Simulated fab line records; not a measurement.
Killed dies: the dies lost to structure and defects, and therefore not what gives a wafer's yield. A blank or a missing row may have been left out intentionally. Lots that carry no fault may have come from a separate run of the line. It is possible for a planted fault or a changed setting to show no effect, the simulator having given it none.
Chamber matching ; flow n5 finfet ; rie diel-05 running N5_BEOL_M6_ETCH_72: 4 sister chambers
The step etches underlayer in N2/H2, target depth 6.5 nm, time 5.2 s. 8 wafers are shown with their chamber, then 9 later ones without.

EACH WAFER AND ITS CHAMBER
wafer;chamber;showerhead plenum p Torr (Torr);oes product au (a.u.)
L083.1;0;2.42;0.59
L083.2;1;2.62;0.77
L088.1;3;2.50;0.58
L088.2;2;2.56;0.60
L088.3;1;2.61;0.75
L088.4;0;2.41;0.58
L088.5;2;2.56;0.61
L088.6;3;2.50;0.58

WAFERS WITHOUT THEIR CHAMBER
wafer;showerhead plenum p Torr (Torr);oes product au (a.u.)
L092.1;2.61;0.74
L092.4;2.41;0.57
L092.6;2.50;0.58
L094.2;2.56;0.61
L094.3;2.50;0.57
L094.5;2.61;0.73
L097.1;2.40;0.56
L097.4;2.50;0.58
L097.5;2.56;0.60

WHICH CHAMBER EACH WENT THROUGH
wafer;from the rows above;in truth
L092.1;1;1
L092.4;0;0
L092.6;3;3
L094.2;2;2
L094.3;3;3
L094.5;1;1
L097.1;0;0
L097.4;3;3
L097.5;2;2
Placed correctly: 9 of 9. Left unplaced by these rows: 0. Wrongly placed: 0.
How it was worked out, from the rows above alone: a wafer's distance from a chamber is the root of the sum, over the readings, of the square of ((its reading less the chamber's mean) divided by the reading's scatter). If the next closest chamber is less than 2 further off than the closest, the wafer can't be placed; otherwise it belongs to the closest. The mean given for a chamber averages the wafers shown for that chamber. The scatter is the square root of a quotient: the sum, over the shown wafers, of each reading's squared deviation from its chamber's mean, divided by wafers minus chambers.
